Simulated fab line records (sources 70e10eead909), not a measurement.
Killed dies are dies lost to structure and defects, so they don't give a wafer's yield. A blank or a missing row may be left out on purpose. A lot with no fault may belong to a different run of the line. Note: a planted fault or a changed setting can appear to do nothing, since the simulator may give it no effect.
One fault seen from 2 desks -- flow nand-harc -- numbers are kept per desk, each desk with only its own; the story behind them comes last

== TOOL OWNER'S DESK, litho-track-02 ==
The tool's own readings at NHARC_P_ZERO_WELL_PEB_35 (peb time 85 s): means of the sampled wafers that have a number, for each lot that ran on this tool. Any lot whose mean is over 4 standard deviations away from the usual mean is out of limits and marked OUT; that distance is given in the brackets.
Columns: A = chill-plate-temp-C at NHARC_P_ZERO_WELL_PEB_35, usual 23.01 C; B = exhaust-pa at NHARC_P_ZERO_WELL_PEB_35, usual 44.9 Pa
lot,first seen here,A,B
L798,day 2 10:08,23.06,44.5
L801,day 3 16:08,22.97,46.4
L803,day 4 12:08,23.11,45.3
L811,day 7 20:04,23.01,43.9
L815,day 9 12:08,22.93,45.3
L818,day 10 18:26,23.08,46.1
L819,day 11 04:11,22.97,44.3
Finding of this desk: none of the 7 lots has anything out of limits.

== THE METROLOGY DESK ==
What the gauges read, lot by lot, whatever tool the lot ran on: means of the sampled wafers that have a number. Any lot whose mean is over 4 standard deviations away from the usual mean is out of limits and marked OUT; that distance is given in the brackets.
Columns: A = cd-nm at NHARC_P_ZERO_WELL_CD_MEAS_11, usual 498.9 nm
lot,first seen here,A
L798,day 2 07:14,500.1
L799,day 2 17:14,499.1
L800,day 3 03:14,500.6
L801,day 3 13:14,497.9
L802,day 3 23:07,499.2
L803,day 4 09:16,496.8
L804,day 4 19:29,500.1
L807,day 6 01:14,498.0
L808,day 6 11:08,500.4
L811,day 7 17:14,502.0
L815,day 9 09:14,499.5
L816,day 9 19:08,498.8
L818,day 10 15:11,498.8
L819,day 11 01:14,499.2
Finding of this desk: none of the 14 lots has anything out of limits.

== ALL TOGETHER ==
Nothing out of limits was seen by the tool owner's desk.
Metrology desk: nothing out of limits seen.

== WHAT THE SIMULATOR HAD INSERTED ==
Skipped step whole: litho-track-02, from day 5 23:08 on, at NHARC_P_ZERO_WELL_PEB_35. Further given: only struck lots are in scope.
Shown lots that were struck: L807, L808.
